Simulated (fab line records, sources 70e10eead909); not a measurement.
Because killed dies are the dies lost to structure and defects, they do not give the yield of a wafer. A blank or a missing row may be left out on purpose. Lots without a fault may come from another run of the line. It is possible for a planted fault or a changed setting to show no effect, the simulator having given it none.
Struck lot and sound lot, side by side :: flow nand_harc :: 26 out of 1302 route steps
Sound: the wafers L497.3, L497.4, L497.6. The struck wafers were L491.1, L491.4. At the end, the cause is stated.
Order at every step that has rows: each side's tool, ch and its chambers, its first start. Under that, the readings that differ: sound wafers :: struck wafers :: difference of the means :: sigmas: that difference in standard deviations of wafers without a fault.
alike: same words and numbers on both sides, and readings whose means sit less than 2 such deviations apart. not compared: any withheld reading, any reading some wafer has no value for, any bound like >300 that may hide the same value, and any number with overlapping values for which the record gives no deviation.
A row with sigmas, a row that says differs or no value, or rows on one side alone: a step with any of these is where the two part. Numbers that have no deviation but don't overlap get no sigmas and don't part them. A reading missing from all wafers of one side parts the sides only when that side holds two or more wafers.

first, 3 steps without rows for these wafers: NHARC_A_SGD_CUT_SRD_19; NHARC_A_SGD_CUT_DEP_20 (deposits SiO2, target thk 150 nm); NHARC_A_SGD_CUT_ANNEAL_27 (time 1800 s).
NHARC_A_SGD_CUT_CMP_21: polishes, target thk 148.19 nm.
  sound on cmp-04 ch 1,2, day 25 19:59; struck on cmp-04 ch 0,2, day 24 01:34
  alike: motor_current_A, retaining_ring_pressure_frac, time_to_endpoint_s
NHARC_A_SGD_CUT_THK_MEAS_22: measures by ellipsometry.
  sound on film_metro-02 at day 25 20:14; struck on film_metro-02 at day 24 01:49
  alike: thk_nm
then, 2 steps without rows for these wafers: NHARC_A_SGD_CUT_SRD_23; NHARC_A_SGD_CUT_ETCH_26 (etches SiO2 in dHF, target depth 45.8 nm).
NHARC_A_SGD_CUT_ETCHBACK_24: etches the open film in CH3F/O2, target depth 50 nm, time 92.857 s.
  sound on rie_diel-13 ch 0,3, day 25 20:29; struck on rie_diel-13 ch 2,3, day 24 02:02
  alike: drypump_motor_current_A, oes_product_au, rf_vpp_V, showerhead_plenum_p_Torr, throttle_valve_pct
  not compared: rf_hours_counter_h
then, 1 step without rows for these wafers: NHARC_A_SGD_CUT_STRIP_28 (strips in O2, time 20 s).
NHARC_A_SGD_CUT_INSPECT_25:
  sound on defect_inspect-02 at day 25 20:43; struck on defect_inspect-01 at day 24 02:17
  alike: raw_defect_count
NHARC_A_SLIT_DEP_25: deposits SiO2, target thk 200 nm.
  sound on pecvd-03 ch 0,1, day 25 20:51; struck on pecvd-04 ch 0,1, day 24 02:26
  alike: heater_power_w, showerhead_vpp_V, throttle_valve_pct
  not compared: since_wet_clean_h
NHARC_A_SLIT_DEP_00: deposits aC, target thk 6200 nm.
  sound on acl_dep-01 ch 0, day 25 23:18; struck on acl_dep-03 ch 0, day 24 02:43
  alike: throttle_valve_pct
NHARC_A_SLIT_DEP_23: deposits SiON, target thk 100 nm.
  sound on pecvd-04 ch 0,1, day 26 01:53; struck on pecvd-02 ch 2, day 24 06:40
reading: showerhead_vpp_V (V)
sound: 1125 1084 1134
struck: 1256 1248
difference: +138
sigmas: +3
  alike: heater_power_w
  not compared: since_wet_clean_h
then, 8 steps without rows for these wafers: NHARC_A_SLIT_DEHYDRATE_01 (time 120 s); NHARC_A_SLIT_HMDS_02 (time 30 s); NHARC_A_SLIT_COAT_03 (resist thk 90 nm); NHARC_A_SLIT_SOFTBAKE_04 (time 55 s); NHARC_A_SLIT_EBR_05; NHARC_A_SLIT_EXPOSE_06 (exposes mask SLIT); NHARC_A_SLIT_PEB_07 (peb time 65 s); NHARC_A_SLIT_DEVELOP_08 (develop time 35 s).
NHARC_A_SLIT_CD_MEAS_09: the cd target is 300 nm.
  sound on cd_sem-01 ch 0, day 26 02:31; struck on cd_sem-03 ch 0, day 24 07:19
  alike: cd_nm
NHARC_A_SLIT_OVL_MEAS_10:
  sound on overlay-01 at day 26 02:36; struck on overlay-01 at day 24 07:24
reading: overlay_x_nm (nm)
sound: 2.3 1.5 1.9
struck: -0.8 -1.3
difference: -3.0
sigmas: -3
  alike: overlay_y_nm
NHARC_A_SLIT_INSPECT_11:
  sound on defect_inspect-01 at day 26 02:38; struck on defect_inspect-01 at day 24 07:36
reading: raw_defect_count
sound: 15 19 24
struck: 305 313
difference: +290
sigmas: +10
  not compared: hold
NHARC_A_SLIT_DESCUM_14: chemistry O2, time 3 s.
  sound on rie_diel-09 ch 0,3, day 26 02:43; struck on rie_diel-02 ch 0,1, day 24 12:50
reading: hold
sound: - - -
struck: await_dispo/5.1h/release await_dispo/5.1h/release
difference: no value on the sound wafers
sigmas: 
  alike: drypump_motor_current_A, oes_product_au, rf_vpp_V, showerhead_plenum_p_Torr, throttle_valve_pct
  not compared: rf_hours_counter_h
-- break in the record here, with 6 days between the starts of the struck wafers on either side (left off in module A_SLIT, picked up again in module END, where the first step shown is number 1302 on the route) --
NHARC_END_SORT_01:
  at this point the record logs the struck wafers (prober-02 ch 0, day 30 12:20) and has no rows for the sound ones

WHERE THEY PART
Last at NHARC_END_SORT_01 as far as this record goes, first at NHARC_A_SLIT_DEP_23.

WHY: whatever the simulator had introduced
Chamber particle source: pecvd-02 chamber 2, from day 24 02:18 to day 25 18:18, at NHARC_A_SLIT_DEP_23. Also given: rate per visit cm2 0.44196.
